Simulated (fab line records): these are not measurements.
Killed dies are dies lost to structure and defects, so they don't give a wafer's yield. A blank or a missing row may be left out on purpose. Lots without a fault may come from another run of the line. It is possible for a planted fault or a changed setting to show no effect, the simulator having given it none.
Which tool did it? + flow nand-harc + Sampling: 24 lots, 72 wafers, 6 of 1159 route steps

== WHAT THE GAUGES READ, wafer by wafer ==
The record holds no reading of a measuring or inspecting step that can be judged against a usual standard deviation.

== WHICH TOOL RAN EACH LOT (tool, then ch and the chambers of the sampled wafers, then the start) ==
| lot  | NHARC_P_GATE_STRIP_113               | NHARC_P_CONTACT_DEP_00                    | NHARC_P_CONTACT_CMP_01        | NHARC_P_M1_CMP_23             | NHARC_P_M2_PVD_20                       | NHARC_P_M2_CMP_23             |
|------|--------------------------------------|-------------------------------------------|-------------------------------|-------------------------------|-----------------------------------------|-------------------------------|
| L074 | plasma-asher-02 ch 0,1, day 5 09:20  | pecvd-02 ch 0,2, day 5 12:14              | cmp-04 ch 0,1,2, day 5 13:06  | cmp-02 ch 0,1, day 6 01:59    | pvd-sputter-01, day 6 06:10 or earlier  | cmp-03 ch 0,1,2, day 6 06:10  |
| L075 | plasma-asher-02 ch 0,1, day 5 14:58  | pecvd-02 ch 1,2, day 5 18:32 or earlier   | cmp-04 ch 0,1,2, day 5 18:32  | cmp-03 ch 1,2,3, day 6 10:27  | pvd-sputter-03, day 6 14:36 or earlier  | cmp-02 ch 0,1,3, day 6 14:36  |
| L076 | plasma-asher-02 ch 0,1, day 5 15:58  | pecvd-01 ch 0,2, day 5 19:34 or earlier   | cmp-02 ch 2,3, day 5 19:34    | cmp-04 ch 0,1, day 6 11:45    | pvd-sputter-02, day 6 16:15 or earlier  | cmp-03 ch 1,2,3, day 6 16:15  |
| L077 | plasma-asher-02 ch 0, day 6 03:22    | pecvd-01 ch 0,2, day 6 06:37 or earlier   | cmp-02 ch 0,2, day 6 06:37    | cmp-02 ch 1,2,3, day 6 18:45  | pvd-sputter-03, day 6 22:51 or earlier  | cmp-01 ch 1,2,3, day 6 22:51  |
| L078 | plasma-asher-02 ch 0,1, day 6 13:58  | pecvd-01 ch 0,1, day 6 17:15 or earlier   | cmp-02 ch 0,1,2, day 6 17:15  | cmp-03 ch 1,2, day 7 04:36    | pvd-sputter-03, day 7 08:48 or earlier  | cmp-02 ch 1,2, day 7 08:48    |
| L079 | plasma-asher-01 ch 0,1, day 6 13:59  | pecvd-01 ch 0,1,2, day 6 17:41 or earlier | cmp-01 ch 0,1,2, day 6 17:41  | cmp-02 ch 0,1,2, day 7 12:41  | pvd-sputter-03, day 7 16:53 or earlier  | cmp-01 ch 0,1,3, day 7 16:53  |
| L080 | plasma-asher-01 ch 0,1, day 7 00:44  | pecvd-02 ch 0,1,2, day 7 04:04 or earlier | cmp-01 ch 0,2,3, day 7 04:04  | cmp-04 ch 0,2,3, day 7 15:37  | pvd-sputter-02, day 7 19:43 or earlier  | cmp-02 ch 1,2,3, day 7 19:43  |
| L081 | plasma-asher-02 ch 0,1, day 7 07:27  | pecvd-01 ch 0,1,2, day 7 10:49 or earlier | cmp-04 ch 1,2,3, day 7 10:49  | cmp-02 ch 0,2,3, day 8 00:52  | pvd-sputter-03, day 8 05:26 or earlier  | cmp-01 ch 0,1,2, day 8 05:26  |
| L082 | plasma-asher-01 ch 0,1, day 7 08:21  | pecvd-01 ch 0,1,2, day 7 11:44 or earlier | cmp-01 ch 0,3, day 7 11:44    | cmp-03 ch 0,2,3, day 8 01:08  | pvd-sputter-02, day 8 05:46 or earlier  | cmp-03 ch 0,1,2, day 8 05:46  |
| L083 | plasma-asher-02 ch 0,1, day 7 21:32  | pecvd-04 ch 0,1, day 8 01:09 or earlier   | cmp-01 ch 0,1,2, day 8 01:09  | cmp-03 ch 0,1,3, day 8 12:51  | pvd-sputter-02, day 8 17:09 or earlier  | cmp-03 ch 0,1,2, day 8 17:09  |
| L084 | plasma-asher-02 ch 0,1, day 7 22:12  | pecvd-01 ch 1,2, day 8 01:47 or earlier   | cmp-04 ch 0,1,3, day 8 01:47  | cmp-04 ch 1,2,3, day 8 13:26  | pvd-sputter-03, day 8 18:06 or earlier  | cmp-03 ch 0,2,3, day 8 18:06  |
| L085 | plasma-asher-02 ch 0,1, day 8 12:20  | pecvd-04 ch 0,1,2, day 8 15:38 or earlier | cmp-02 ch 0,1,2, day 8 15:38  | cmp-02 ch 0,1,3, day 9 02:52  | pvd-sputter-01, day 9 06:54 or earlier  | cmp-02 ch 0,1,2, day 9 06:54  |
| L087 | plasma-asher-01 ch 1, day 8 12:59    | pecvd-04 ch 0,1, day 8 16:19 or earlier   | cmp-02 ch 0,3, day 8 16:19    | cmp-03 ch 0,1,2, day 9 04:01  | pvd-sputter-03, day 9 08:09 or earlier  | cmp-03 ch 1,3, day 9 08:09    |
| L086 | plasma-asher-02 ch 0,1, day 8 13:40  | pecvd-01 ch 1,2, day 8 17:02 or earlier   | cmp-01 ch 1,2,3, day 8 17:02  | cmp-03 ch 0,1,2, day 9 04:30  | pvd-sputter-03, day 9 08:45 or earlier  | cmp-03 ch 1,2,3, day 9 08:45  |
| L088 | plasma-asher-01 ch 0,1, day 8 20:53  | pecvd-01 ch 0,2, day 9 00:14 or earlier   | cmp-04 ch 1,2,3, day 9 00:14  | cmp-03 ch 0,1,3, day 9 13:16  | pvd-sputter-01, day 9 17:28 or earlier  | cmp-03 ch 0,1,3, day 9 17:28  |
| L089 | plasma-asher-01 ch 0,1, day 9 06:10  | pecvd-02 ch 0,2, day 9 09:46 or earlier   | cmp-04 ch 0,1,2, day 9 09:46  | cmp-03 ch 0,2, day 10 03:23   | pvd-sputter-01, day 10 07:41 or earlier | cmp-02 ch 1,3, day 10 07:41   |
| L090 | plasma-asher-01 ch 0,1, day 9 14:00  | pecvd-04 ch 1,2, day 9 17:13 or earlier   | cmp-01 ch 1,2,3, day 9 17:13  | cmp-02 ch 0,1,3, day 10 05:44 | pvd-sputter-01, day 10 09:59 or earlier | cmp-01 ch 0,1,2, day 10 09:59 |
| L091 | plasma-asher-02 ch 0, day 9 14:05    | pecvd-01 ch 0,1, day 9 17:28 or earlier   | cmp-02 ch 0,1,3, day 9 17:28  | cmp-03 ch 1,2,3, day 10 06:08 | pvd-sputter-01, day 10 10:49 or earlier | cmp-01 ch 1,2, day 10 10:49   |
| L092 | plasma-asher-02 ch 0,1, day 9 23:59  | pecvd-01 ch 0,2, day 10 03:17             | cmp-04 ch 1,2, day 10 03:41   | cmp-04 ch 0,1,3, day 10 15:58 | pvd-sputter-02, day 10 20:14 or earlier | cmp-03 ch 2,3, day 10 20:14   |
| L093 | plasma-asher-01 ch 0,1, day 10 04:04 | pecvd-02 ch 0,2, day 10 07:38 or earlier  | cmp-04 ch 0,1,2, day 10 07:38 | cmp-03 ch 0,2,3, day 10 23:45 | pvd-sputter-03, day 11 04:05 or earlier | cmp-03 ch 0,1,3, day 11 04:05 |
| L094 | plasma-asher-02 ch 0,1, day 10 04:24 | pecvd-04 ch 0,1, day 10 07:54 or earlier  | cmp-01 ch 0,2,3, day 10 07:54 | cmp-02 ch 1,2,3, day 11 00:14 | pvd-sputter-03, day 11 04:53 or earlier | cmp-03 ch 0,1,2, day 11 04:53 |
| L096 | plasma-asher-02 ch 0,1, day 10 16:29 | pecvd-04 ch 0,1, day 10 19:35 or earlier  | cmp-04 ch 0,1,3, day 10 19:35 | cmp-03 ch 1,2,3, day 11 09:45 | pvd-sputter-02, day 11 14:08 or earlier | cmp-01 ch 1,2, day 11 14:08   |
| L095 | plasma-asher-01 ch 0,1, day 10 16:47 | pecvd-04 ch 1,2, day 10 20:19 or earlier  | cmp-02 ch 1,2, day 10 20:19   | cmp-03 ch 0,1,2, day 11 10:06 | pvd-sputter-03, day 11 14:22 or earlier | cmp-02 ch 2,3, day 11 14:22   |
| L097 | plasma-asher-01 ch 0,1, day 10 22:35 | pecvd-04 ch 0,1, day 11 01:59 or earlier  | cmp-01 ch 0,1, day 11 01:59   | cmp-04 ch 1,3, day 11 13:22   | pvd-sputter-02, day 11 17:32 or earlier | cmp-02 ch 1,2,3, day 11 17:32 |
- NHARC_P_GATE_STRIP_113: strips in N2/H2, time 740 s.
- NHARC_P_CONTACT_DEP_00: deposits SiO2, target thk 500 nm.
- NHARC_P_CONTACT_CMP_01: polishes SiO2, target thk 200 nm.
- NHARC_P_M1_CMP_23: polishes, t overpolish 20 s, target thk 157.82 nm.
- NHARC_P_M2_PVD_20: deposits TaN, target thk 5 nm, time 8.06 s.
- NHARC_P_M2_CMP_23: polishes, t overpolish 20 s, target thk 144.3 nm.

== AS READ BY THE TOOLS THEMSELVES (means over the sampled wafers that have a number; for cases with no such wafer, the mark the record gives instead) ==
NHARC_P_GATE_STRIP_113.
| lot  | tool            | drypump-motor-current-A (A) | heater-power-w (W) |
|------|-----------------|-----------------------------|--------------------|
| L074 | plasma-asher-02 | 5.9                         | 91                 |
| L075 | plasma-asher-02 | 5.7                         | 88                 |
| L076 | plasma-asher-02 | 5.9                         | 91                 |
| L077 | plasma-asher-02 | 5.5                         | 87                 |
| L078 | plasma-asher-02 | 5.9                         | 91                 |
| L079 | plasma-asher-01 | 5.4                         | 95                 |
| L080 | plasma-asher-01 | 5.5                         | 98                 |
| L081 | plasma-asher-02 | 5.9                         | 90                 |
| L082 | plasma-asher-01 | 5.4                         | 96                 |
| L083 | plasma-asher-02 | 5.7                         | 89                 |
| L084 | plasma-asher-02 | 5.7                         | 90                 |
| L085 | plasma-asher-02 | 5.7                         | 89                 |
| L087 | plasma-asher-01 | 5.7                         | 100                |
| L086 | plasma-asher-02 | 5.9                         | 92                 |
| L088 | plasma-asher-01 | 5.5                         | 98                 |
| L089 | plasma-asher-01 | 5.4                         | 96                 |
| L090 | plasma-asher-01 | 5.4                         | 97                 |
| L091 | plasma-asher-02 | 5.4                         | 92                 |
| L092 | plasma-asher-02 | 5.7                         | 95                 |
| L093 | plasma-asher-01 | 5.5                         | 98                 |
| L094 | plasma-asher-02 | 5.9                         | 94                 |
| L096 | plasma-asher-02 | 5.7                         | 94                 |
| L095 | plasma-asher-01 | 5.4                         | 94                 |
| L097 | plasma-asher-01 | 5.5                         | 98                 |

NHARC_P_CONTACT_DEP_00.
| lot  | tool     | heater-power-w (W) | throttle-valve-pct (%) |
|------|----------|--------------------|------------------------|
| L074 | pecvd-02 | 634                | 15.7                   |
| L075 | pecvd-02 | 636                | 14.7                   |
| L076 | pecvd-01 | 601                | 16.0                   |
| L077 | pecvd-01 | 590                | 15.9                   |
| L078 | pecvd-01 | 541                | 16.1                   |
| L079 | pecvd-01 | 602                | 15.8                   |
| L080 | pecvd-02 | 572                | 15.5                   |
| L081 | pecvd-01 | 601                | 16.1                   |
| L082 | pecvd-01 | 577                | 16.1                   |
| L083 | pecvd-04 | 643                | 16.0                   |
| L084 | pecvd-01 | 585                | 16.3                   |
| L085 | pecvd-04 | 558                | 16.0                   |
| L087 | pecvd-04 | 647                | 16.2                   |
| L086 | pecvd-01 | 591                | 16.1                   |
| L088 | pecvd-01 | 642                | 16.1                   |
| L089 | pecvd-02 | 637                | 15.3                   |
| L090 | pecvd-04 | 654                | 15.0                   |
| L091 | pecvd-01 | 502                | 16.0                   |
| L092 | pecvd-01 | 650                | 16.1                   |
| L093 | pecvd-02 | 679                | 14.8                   |
| L094 | pecvd-04 | 650                | 15.9                   |
| L096 | pecvd-04 | 627                | 16.0                   |
| L095 | pecvd-04 | 602                | 15.3                   |
| L097 | pecvd-04 | 664                | 16.0                   |

NHARC_P_CONTACT_CMP_01.
| lot  | tool   | motor-current-A (A) |
|------|--------|---------------------|
| L074 | cmp-04 | 11.3                |
| L075 | cmp-04 | 11.6                |
| L076 | cmp-02 | 11.3                |
| L077 | cmp-02 | 11.7                |
| L078 | cmp-02 | 12.0                |
| L079 | cmp-01 | 12.2                |
| L080 | cmp-01 | 10.8                |
| L081 | cmp-04 | 10.6                |
| L082 | cmp-01 | 9.3                 |
| L083 | cmp-01 | 12.6                |
| L084 | cmp-04 | 10.9                |
| L085 | cmp-02 | 11.4                |
| L087 | cmp-02 | 12.1                |
| L086 | cmp-01 | 12.1                |
| L088 | cmp-04 | 10.8                |
| L089 | cmp-04 | 11.3                |
| L090 | cmp-01 | 12.5                |
| L091 | cmp-02 | 12.7                |
| L092 | cmp-04 | 10.7                |
| L093 | cmp-04 | 11.7                |
| L094 | cmp-01 | 10.7                |
| L096 | cmp-04 | 11.1                |
| L095 | cmp-02 | 11.1                |
| L097 | cmp-01 | 12.8                |

NHARC_P_M1_CMP_23.
| lot  | tool   | motor-current-A (A) | time-to-endpoint-s (s) |
|------|--------|---------------------|------------------------|
| L074 | cmp-02 | 12.9                | 30.2                   |
| L075 | cmp-03 | 12.1                | 23.6                   |
| L076 | cmp-04 | 11.7                | 26.6                   |
| L077 | cmp-02 | 11.7                | 29.5                   |
| L078 | cmp-03 | 11.6                | 27.0                   |
| L079 | cmp-02 | 12.1                | 29.0                   |
| L080 | cmp-04 | 11.4                | 27.5                   |
| L081 | cmp-02 | 11.5                | 27.5                   |
| L082 | cmp-03 | 12.3                | 28.2                   |
| L083 | cmp-03 | 12.5                | 26.8                   |
| L084 | cmp-04 | 10.7                | 30.0                   |
| L085 | cmp-02 | 12.3                | 28.9                   |
| L087 | cmp-03 | 12.1                | 23.9                   |
| L086 | cmp-03 | 12.0                | 26.7                   |
| L088 | cmp-03 | 12.3                | 24.4                   |
| L089 | cmp-03 | 12.6                | 26.9                   |
| L090 | cmp-02 | 12.6                | 30.5                   |
| L091 | cmp-03 | 12.0                | 25.5                   |
| L092 | cmp-04 | 10.9                | 30.6                   |
| L093 | cmp-03 | 12.2                | 23.7                   |
| L094 | cmp-02 | 11.9                | 32.3                   |
| L096 | cmp-03 | 11.8                | 26.0                   |
| L095 | cmp-03 | 12.5                | 24.8                   |
| L097 | cmp-04 | 10.4                | 30.4                   |

NHARC_P_M2_PVD_20.
| lot  | tool           | throttle-valve-pct (%) |
|------|----------------|------------------------|
| L074 | pvd-sputter-01 | 29.9                   |
| L075 | pvd-sputter-03 | 29.6                   |
| L076 | pvd-sputter-02 | 29.2                   |
| L077 | pvd-sputter-03 | 30.1                   |
| L078 | pvd-sputter-03 | 29.6                   |
| L079 | pvd-sputter-03 | 29.5                   |
| L080 | pvd-sputter-02 | 29.2                   |
| L081 | pvd-sputter-03 | 29.9                   |
| L082 | pvd-sputter-02 | 29.4                   |
| L083 | pvd-sputter-02 | 30.1                   |
| L084 | pvd-sputter-03 | 29.9                   |
| L085 | pvd-sputter-01 | 29.2                   |
| L087 | pvd-sputter-03 | 29.7                   |
| L086 | pvd-sputter-03 | 29.5                   |
| L088 | pvd-sputter-01 | 29.6                   |
| L089 | pvd-sputter-01 | 28.7                   |
| L090 | pvd-sputter-01 | 29.9                   |
| L091 | pvd-sputter-01 | 29.6                   |
| L092 | pvd-sputter-02 | 28.6                   |
| L093 | pvd-sputter-03 | 29.9                   |
| L094 | pvd-sputter-03 | 29.6                   |
| L096 | pvd-sputter-02 | 29.7                   |
| L095 | pvd-sputter-03 | 29.8                   |
| L097 | pvd-sputter-02 | 28.6                   |

NHARC_P_M2_CMP_23.
| lot  | tool   | motor-current-A (A) | time-to-endpoint-s (s) |
|------|--------|---------------------|------------------------|
| L074 | cmp-03 | 12.1                | 24                     |
| L075 | cmp-02 | 12.6                | 30                     |
| L076 | cmp-03 | 11.6                | 24                     |
| L077 | cmp-01 | 12.0                | 29                     |
| L078 | cmp-02 | 12.1                | 29                     |
| L079 | cmp-01 | 11.6                | 28                     |
| L080 | cmp-02 | 11.7                | 27                     |
| L081 | cmp-01 | 12.7                | 30                     |
| L082 | cmp-03 | 12.2                | 25                     |
| L083 | cmp-03 | 12.2                | 25                     |
| L084 | cmp-03 | 12.7                | 27                     |
| L085 | cmp-02 | 11.8                | 31                     |
| L087 | cmp-03 | 12.2                | 25                     |
| L086 | cmp-03 | 11.7                | 23                     |
| L088 | cmp-03 | 12.4                | 26                     |
| L089 | cmp-02 | 12.6                | 28                     |
| L090 | cmp-01 | 12.5                | 31                     |
| L091 | cmp-01 | 13.2                | 32                     |
| L092 | cmp-03 | 11.8                | 26                     |
| L093 | cmp-03 | 12.6                | 23                     |
| L094 | cmp-03 | 12.4                | 24                     |
| L096 | cmp-01 | 13.6                | 29                     |
| L095 | cmp-02 | 11.0                | 29                     |
| L097 | cmp-02 | 11.6                | 32                     |

== THE ANSWER, worked out from the rows above alone ==
Rule: the lots themselves supply what counts as usual. Put in order of their means at a reading, lots are off if they are a third of the lots or fewer, leave a main group of 4 or more, and stand apart from it by a gap of 3 or more times the standard deviation of the main group's means; of several such gaps the widest counts. If all means in a main group match to the digits the tables above print for the reading, that group is not used. Also off: a lot with no number at a reading for which 4 or more lots have one. Where the step has rows for the other lots, those lots are counted as sound. The gauges are gone through in route order, then the tools' own readings, and for those a lot's mean is taken as printed above. At the first step where some lot is off, the reading lying furthest off is the one used; lots without a number count as furthest.
No lot is off at any reading shown: from this, nothing can be told.

== WHAT HAD BEEN PUT IN BY THE SIMULATOR ==
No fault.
